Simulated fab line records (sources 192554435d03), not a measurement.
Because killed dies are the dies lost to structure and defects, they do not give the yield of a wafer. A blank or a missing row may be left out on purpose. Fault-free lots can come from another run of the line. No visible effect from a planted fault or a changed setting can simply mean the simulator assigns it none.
Chamber matching | flow n5_finfet | N5_MOL_CONTACT_COAG_ALD_123 on ald_sin-02: 4 sister chambers
The step deposits SiNx, target thk 5 nm, pulse time 1 s, purge time 2 s. 4 wafers are shown with their chamber, then 7 later ones without.

== EACH WAFER AND ITS CHAMBER ==
wafer  | chamber | heater_power_w (W)
L076.2 | 0       | 944
L083.5 | 1       | 700
L084.1 | 3       | 737
L084.2 | 2       | 722

== WAFERS WITH NO CHAMBER GIVEN ==
wafer  | heater_power_w (W)
L084.4 | 951
L088.2 | 701
L088.5 | 745
L088.6 | 698
L094.1 | 711
L094.5 | 738
L094.6 | 957

== WHICH CHAMBER EACH WENT THROUGH ==
wafer  | from the rows above          | in truth
L084.4 | 0                            | 0
L088.2 | 1                            | 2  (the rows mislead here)
L088.5 | can't be placed: 3 or 2      | 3
L088.6 | 1                            | 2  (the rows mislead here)
L094.1 | can't be placed: 1 or 2 or 3 | 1
L094.5 | can't be placed: 3 or 2      | 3
L094.6 | 0                            | 0
Placed correctly: 2 of 7. From these rows, 3 cannot be placed; in 3 the true chamber is one of the candidates. Number placed wrongly: 2.
How it was worked out, from the rows above alone: a wafer's distance from a chamber is the root of the sum, over the readings, of the square of ((its reading less the chamber's mean) divided by the reading's scatter). The wafer belongs to the nearest chamber; if the next one is less than 2 further off, it can't be placed. A chamber's mean is the mean of its shown wafers. The scatter: root of mean squared gap, hidden wafer to nearest shown wafer, with one shown wafer a chamber.
